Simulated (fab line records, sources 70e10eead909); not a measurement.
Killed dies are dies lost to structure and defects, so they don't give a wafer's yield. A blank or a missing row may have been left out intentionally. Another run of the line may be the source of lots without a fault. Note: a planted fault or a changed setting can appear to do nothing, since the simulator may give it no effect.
Which tool is to blame? ; flow nand_harc ; 6 lots, 18 wafers sampled, at 5 steps of a route of 1302

WHAT THE GAUGES READ, wafer by wafer
NHARC_END_SORT_01.
lot;measured;on;killed_at_array
L542;day 29 18:31;prober-01;673 672 676

WHICH TOOL RAN EACH LOT (tool, then ch and the chambers of the sampled wafers, then the start)
lot;NHARC_A_CONTACT_ETCH_30;NHARC_A_CONTACT_ETCH_134;NHARC_A_CONTACT_ETCH_136;NHARC_A_CONTACT_ETCH_137
L531;rie_diel-06 ch 0,2,3, day 22 18:09;har_cap_etch-03 ch 1, day 22 18:47;har_cap_etch-03 ch 1, day 22 19:17;har_cap_etch-03 ch 1, day 22 19:33
L533;rie_diel-13 ch 0,2,3, day 24 04:05;har_cap_etch-02 ch 0,1, day 24 04:44;har_cap_etch-02 ch 0,1, day 24 05:14;har_cap_etch-02 ch 0,1, day 24 05:30
L538;rie_diel-01 ch 0,2,3, day 26 12:31;har_cap_etch-02 ch 0, day 26 13:08;har_cap_etch-02 ch 0, day 26 13:38;har_cap_etch-02 ch 0, day 26 13:54
L542;rie_diel-01 ch 1,2,3, day 27 15:19;har_cap_etch-01 ch 0,1, day 27 15:55;har_cap_etch-01 ch 0,1, day 27 16:23;har_cap_etch-01 ch 0,1, day 27 16:40
L547;rie_diel-01 ch 0,1,3, day 29 10:07;har_cap_etch-03 ch 0,1, day 29 10:44;har_cap_etch-03 ch 0,1, day 29 11:13;har_cap_etch-03 ch 0,1, day 29 11:29
L552;rie_diel-06 ch 0,1,2, day 32 04:49;har_cap_etch-03 ch 0,1, day 32 05:25;har_cap_etch-03 ch 0,1, day 32 05:53;har_cap_etch-03 ch 0,1, day 32 06:10
- NHARC_A_CONTACT_ETCH_30: etches the open film in CF4/CHF3, target depth 72.6 nm, time 36.3 s.
- NHARC_A_CONTACT_ETCH_134: etches the open film in C4F8/O2/Ar, time 140 s, target depth 700 nm.
- NHARC_A_CONTACT_ETCH_136: etches the open film in C4F8/O2/Ar, time 311 s, target depth 1912 nm.
- NHARC_A_CONTACT_ETCH_137: etches the open film in C4F8/O2/Ar, time 311 s, target depth 1912 nm.

THE ANSWER, worked out from the rows above alone
Rule: usual is defined by the lots themselves. The widest of any qualifying gaps counts: lots, ordered by their means at a reading, are off when they make up no more than a third of the lots, leave a main group of 4 or more, and stand apart from it by 3 or more times the standard deviation of that group's means. If all means in a main group match to the digits the tables above print for the reading, that group is not used. Also off: a lot with no number at a reading for which 4 or more lots have one. Where the step has rows for the other lots, those lots are counted as sound.
No lot is off on any of the readings shown, so nothing can be concluded from this.

WHAT WAS PUT IN BY THE SIMULATOR
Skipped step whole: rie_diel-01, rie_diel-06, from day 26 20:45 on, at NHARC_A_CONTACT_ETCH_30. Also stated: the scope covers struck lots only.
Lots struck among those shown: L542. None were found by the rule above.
